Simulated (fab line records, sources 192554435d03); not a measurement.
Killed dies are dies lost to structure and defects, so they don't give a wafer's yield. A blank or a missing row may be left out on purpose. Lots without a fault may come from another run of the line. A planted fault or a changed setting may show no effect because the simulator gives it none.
Chamber matching | flow n5_finfet | N5_BEOL_M13_ETCH_68 on rie_diel-03: 4 sister chambers
The step etches SOC in N2/H2, time 355 s. 20 wafers are shown with their chamber, then 10 later ones without.

WAFERS WITH THEIR CHAMBER
wafer  | chamber | showerhead_plenum_p_Torr (Torr) | oes_product_au (a.u.) | drypump_motor_current_A (A)
L075.2 | 3       | 2.50                            | 0.73                  | 5.5
L075.3 | 0       | 2.54                            | 0.72                  | 5.4
L075.5 | 3       | 2.50                            | 0.73                  | 5.5
L074.1 | 1       | 2.70                            | 0.89                  | 5.9
L074.2 | 3       | 2.50                            | 0.72                  | 5.5
L074.3 | 0       | 2.53                            | 0.72                  | 5.4
L074.4 | 2       | 2.52                            | 0.74                  | 5.3
L074.5 | 2       | 2.52                            | 0.74                  | 5.3
L074.6 | 1       | 2.70                            | 0.90                  | 5.9
L076.1 | 2       | 2.52                            | 0.74                  | 5.3
L076.2 | 1       | 2.70                            | 0.89                  | 5.9
L076.3 | 0       | 2.53                            | 0.72                  | 5.4
L076.4 | 3       | 2.50                            | 0.71                  | 5.5
L076.5 | 2       | 2.52                            | 0.73                  | 5.4
L076.6 | 1       | 2.70                            | 0.89                  | 5.9
L081.2 | 1       | 2.70                            | 0.87                  | 6.0
L081.3 | 0       | 2.53                            | 0.71                  | 5.4
L081.5 | 0       | 2.53                            | 0.71                  | 5.4
L083.2 | 1       | 2.70                            | 0.88                  | 6.0
L083.3 | 0       | 2.53                            | 0.72                  | 5.4

SIGNATURES (means of the wafers above)
reading                  | chamber 0 | chamber 1 | chamber 2 | chamber 3 | scatter within a chamber
showerhead_plenum_p_Torr | 2.5317    | 2.7000    | 2.5200    | 2.5000    | 0.00228
oes_product_au           | 0.7167    | 0.8867    | 0.7375    | 0.7225    | 0.00797
drypump_motor_current_A  | 5.400     | 5.933     | 5.325     | 5.500     | 0.0361
Rule: a wafer's distance from a chamber is the root of the sum, over the readings, of the square of ((its reading less the chamber's mean) divided by the reading's scatter). The wafer belongs to the nearest chamber; if the next one is less than 2 further off, it can't be placed. The scatter: the root of (the sum of the squares of (reading less its chamber's mean) over the shown wafers, divided by (wafers less chambers)).

WAFERS WITHOUT THEIR CHAMBER
wafer  | showerhead_plenum_p_Torr (Torr) | oes_product_au (a.u.) | drypump_motor_current_A (A)
L083.5 | 2.50                            | 0.71                  | 5.5
L084.1 | 2.70                            | 0.87                  | 5.9
L084.4 | 2.50                            | 0.71                  | 5.5
L084.6 | 2.53                            | 0.71                  | 5.4
L087.1 | 2.53                            | 0.70                  | 5.4
L087.2 | 2.49                            | 0.70                  | 5.5
L087.6 | 2.69                            | 0.86                  | 6.0
L089.2 | 2.52                            | 0.71                  | 5.4
L089.4 | 2.51                            | 0.71                  | 5.3
L089.5 | 2.49                            | 0.71                  | 5.5

WHICH CHAMBER EACH WENT THROUGH
wafer  | from the rows above     | in truth
L083.5 | 3                       | 3
L084.1 | 1                       | 1
L084.4 | 3                       | 3
L084.6 | 0                       | 0
L087.1 | 0                       | 0
L087.2 | 3                       | 3
L087.6 | 1                       | 1
L089.2 | can't be placed: 2 or 0 | 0
L089.4 | can't be placed: 2 or 3 | 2
L089.5 | 3                       | 3
Placed correctly: 8 of 10. Can't be placed from these rows: 2 (the true chamber is among the candidates in 2). Placed wrongly: 0.
